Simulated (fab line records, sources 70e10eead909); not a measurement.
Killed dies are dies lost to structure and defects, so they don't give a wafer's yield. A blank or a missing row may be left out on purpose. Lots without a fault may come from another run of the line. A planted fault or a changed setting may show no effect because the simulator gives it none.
Which tool did it? | flow nand_harc | 14 lots, 42 wafers sampled, at 5 steps of a route of 1302

WHAT THE GAUGES READ, wafer by wafer
NHARC_THIN_TSV_CD_MEAS_16.
lot  | measured     | on        | cd_nm (nm)
L377 | day 24 00:00 | cd_sem-03 | 1001.1 998.7 1000.2
L375 | day 24 09:01 | cd_sem-03 | 995.7 995.9 997.9
L379 | day 26 10:13 | cd_sem-01 | 1000.2 996.9 996.5
L380 | day 26 08:51 | cd_sem-01 | 1001.9 997.0 1001.8
L378 | day 26 18:21 | cd_sem-01 | 993.9 996.4 999.1
L391 | day 30 05:39 | cd_sem-02 | 998.2 996.9 999.1
L393 | day 30 20:28 | cd_sem-03 | 1001.5 996.8 1003.3
L392 | day 31 08:59 | cd_sem-02 | 999.7 999.3 1001.5
L395 | day 31 13:55 | cd_sem-03 | 1000.5 1001.4 1000.4
L396 | day 33 05:15 | cd_sem-01 | 998.9 999.2 996.7
L397 | day 33 04:10 | cd_sem-01 | 998.5 999.5 1001.4
L398 | day 33 12:24 | cd_sem-01 | 999.5 1003.6 1001.7

NHARC_END_SORT_01.
lot  | measured     | on        | killed_at_array | killed_at_other | killed_at_periphery | killed_dies | killed_open | killed_short
L377 | day 25 01:41 | prober-01 | 61 41 43        | 0 0 1           | 0 2 4               | 61 43 48    | 3 2 3       | 1 3 3
L375 | day 25 01:17 | prober-02 | 14 21 25        | 2 1 1           | 3 10 8              | 19 32 34    | 3 1 2       | 0 2 2
L379 | day 26 22:45 | prober-02 | 85 85 87        | 2 4 2           | 2 1 0               | 89 90 89    | 1 1 3       | 1 4 4
L380 | day 27 00:20 | prober-01 | 36 44 44        | 2 0 1           | 2 2 0               | 40 46 45    | 2 3 1       | 2 0 1
L378 | day 27 09:43 | prober-01 | 21 23 31        | 1 0 0           | 3 3 2               | 25 26 33    | 1 2 3       | 1 6 0
L389 | day 30 09:28 | prober-02 | 673 673 674     | 2 1 0           | 2 3 3               | 677 677 677 | 3 3 5       | 6 3 9
L391 | day 31 01:50 | prober-01 | 62 64 53        | 2 2 2           | 2 1 2               | 66 67 57    | 5 4 6       | 4 3 0
L387 | day 30 20:46 | prober-02 | 673 672 671     | 0 0 0           | 4 5 6               | 677 677 677 | 4 2 5       | 6 3 3
L393 | day 31 12:10 | prober-02 | 55 65 60        | 0 2 0           | 2 2 4               | 57 69 64    | 4 6 6       | 0 2 4
L392 | day 31 23:44 | prober-01 | 86 81 70        | 0 2 2           | 4 6 7               | 90 89 79    | 3 3 6       | 3 1 4
L395 | day 32 05:32 | prober-02 | 87 77 94        | 1 1 1           | 4 3 2               | 92 81 97    | 4 5 3       | 6 2 4
L396 | day 33 19:38 | prober-01 | 65 74 41        | 1 0 1           | 1 2 5               | 67 76 47    | 1 5 2       | 3 3 4
L397 | day 33 18:04 | prober-02 | 26 22 26        | 6 1 1           | 2 4 2               | 34 27 29    | 7 5 6       | 2 4 4
L398 | day 34 04:04 | prober-02 | 35 51 41        | 2 1 0           | 1 5 1               | 38 57 42    | 5 6 2       | 5 4 4

WHICH TOOL RAN EACH LOT (tool, then ch and the chambers of the sampled wafers, then the start)
lot  | NHARC_A_SLIT_DEP_00           | NHARC_THIN_TSV_PVD_19                   | NHARC_THIN_TSV_STRIP_56
L377 | acl_dep-01 ch 0, day 19 21:17 | pvd_sputter-01, day 24 06:10 or earlier | plasma_asher-01 ch 0,1, day 24 06:10
L375 | acl_dep-01 ch 0, day 19 23:47 | pvd_sputter-01, day 24 14:41 or earlier | plasma_asher-02 ch 0,1, day 24 14:41
L379 | acl_dep-01 ch 0, day 21 23:43 | pvd_sputter-01, day 26 16:05 or earlier | plasma_asher-02 ch 0,1, day 26 16:05
L380 | acl_dep-03 ch 0, day 22 02:39 | pvd_sputter-02, day 26 14:28 or earlier | plasma_asher-01 ch 0,1, day 26 14:28
L378 | acl_dep-01 ch 0, day 22 07:52 | pvd_sputter-02, day 27 00:02 or earlier | plasma_asher-01 ch 0,1, day 27 00:02
L389 | acl_dep-01 ch 0, day 25 12:13 | -                                       | -
L391 | acl_dep-03 ch 0, day 25 15:50 | pvd_sputter-03, day 30 11:17 or earlier | plasma_asher-02 ch 0,1, day 30 11:17
L387 | acl_dep-01 ch 0, day 25 16:39 | -                                       | -
L393 | acl_dep-03 ch 0, day 26 15:34 | pvd_sputter-03, day 31 01:57 or earlier | plasma_asher-01 ch 0,1, day 31 01:57
L392 | acl_dep-02 ch 0, day 26 22:55 | pvd_sputter-02, day 31 14:37 or earlier | plasma_asher-01 ch 0,1, day 31 14:37
L395 | acl_dep-02 ch 0, day 27 10:29 | pvd_sputter-03, day 31 19:35 or earlier | plasma_asher-02 ch 0,1, day 31 19:35
L396 | acl_dep-01 ch 0, day 28 18:41 | pvd_sputter-03, day 33 11:04 or earlier | plasma_asher-01 ch 0,1, day 33 11:04
L397 | acl_dep-02 ch 0, day 28 19:52 | pvd_sputter-03, day 33 09:43 or earlier | plasma_asher-01 ch 0,1, day 33 09:43
L398 | acl_dep-03 ch 0, day 29 11:16 | pvd_sputter-03, day 33 18:04 or earlier | plasma_asher-01 ch 0,1, day 33 18:04
- NHARC_A_SLIT_DEP_00: deposits aC, target thk 6200 nm.
- NHARC_THIN_TSV_PVD_19: deposits TaN, target thk 20 nm.
- NHARC_THIN_TSV_STRIP_56: strips in O2.

WHAT THE TOOLS THEMSELVES READ (means of the sampled wafers that have a number; where no wafer has one, the mark that the record gives instead)
NHARC_A_SLIT_DEP_00.
lot  | tool       | throttle_valve_pct (%)
L377 | acl_dep-01 | 34.995
L375 | acl_dep-01 | 35.009
L379 | acl_dep-01 | 35.007
L380 | acl_dep-03 | 34.997
L378 | acl_dep-01 | 35.006
L389 | acl_dep-01 | 34.992
L391 | acl_dep-03 | 35.005
L387 | acl_dep-01 | 34.992
L393 | acl_dep-03 | 34.995
L392 | acl_dep-02 | 35.010
L395 | acl_dep-02 | 34.992
L396 | acl_dep-01 | 34.998
L397 | acl_dep-02 | 34.989
L398 | acl_dep-03 | 34.988

NHARC_THIN_TSV_PVD_19.
lot  | tool           | throttle_valve_pct (%)
L377 | pvd_sputter-01 | 30.8
L375 | pvd_sputter-01 | 29.5
L379 | pvd_sputter-01 | 30.7
L380 | pvd_sputter-02 | 29.3
L378 | pvd_sputter-02 | 29.6
L391 | pvd_sputter-03 | 29.8
L393 | pvd_sputter-03 | 30.1
L392 | pvd_sputter-02 | 29.8
L395 | pvd_sputter-03 | 30.1
L396 | pvd_sputter-03 | 30.3
L397 | pvd_sputter-03 | 30.3
L398 | pvd_sputter-03 | 30.0

NHARC_THIN_TSV_STRIP_56.
lot  | tool            | drypump_motor_current_A (A) | heater_power_w (W) | temp_c (C)
L377 | plasma_asher-01 | 5.74                        | 305                | 249.86
L375 | plasma_asher-02 | 5.33                        | 382                | 250.10
L379 | plasma_asher-02 | 5.34                        | 373                | 249.52
L380 | plasma_asher-01 | 5.71                        | 308                | 250.01
L378 | plasma_asher-01 | 5.70                        | 309                | 250.06
L391 | plasma_asher-02 | 5.33                        | 381                | 249.87
L393 | plasma_asher-01 | 5.72                        | 301                | 250.09
L392 | plasma_asher-01 | 5.72                        | 296                | 250.09
L395 | plasma_asher-02 | 5.31                        | 374                | 250.22
L396 | plasma_asher-01 | 5.70                        | 312                | 249.95
L397 | plasma_asher-01 | 5.74                        | 295                | 250.06
L398 | plasma_asher-01 | 5.75                        | 293                | 250.25

THE ANSWER, worked out from the rows above alone
Rule: what is usual is taken from the lots themselves. Put in order of their means at a reading, lots are off if they are a third of the lots or fewer, leave a main group of 4 or more, and stand apart from it by a gap of 3 or more times the standard deviation of the main group's means; of several such gaps the widest counts. A main group whose means are all the same, to the digits that the tables above print for the reading, isn't used. A lot without any number at a reading at which 4 lots or more have one is off too. The other lots that the step has rows for count as sound. The gauges are gone through in route order, then the tools' own readings, and for those a lot's mean is taken as printed above. The first step at which some lot is off is used, and at that step the reading that is off furthest; a lot without a number counts as furthest.
Off: L389, L387, at NHARC_END_SORT_01 (killed_dies). The main group: mean 57, standard deviation 22.
A tool fits if, at a process step before that reading, it ran every lot that is off, and no sound lot after the first of them. The gauges at NHARC_END_SORT_01 are tried like those tools. NHARC_THIN_TSV_PVD_19 gives no start for some lots, so the hours and the order of its lots are those of NHARC_THIN_TSV_STRIP_56. None of those tried fits.

WHAT THE SIMULATOR HAD PUT IN
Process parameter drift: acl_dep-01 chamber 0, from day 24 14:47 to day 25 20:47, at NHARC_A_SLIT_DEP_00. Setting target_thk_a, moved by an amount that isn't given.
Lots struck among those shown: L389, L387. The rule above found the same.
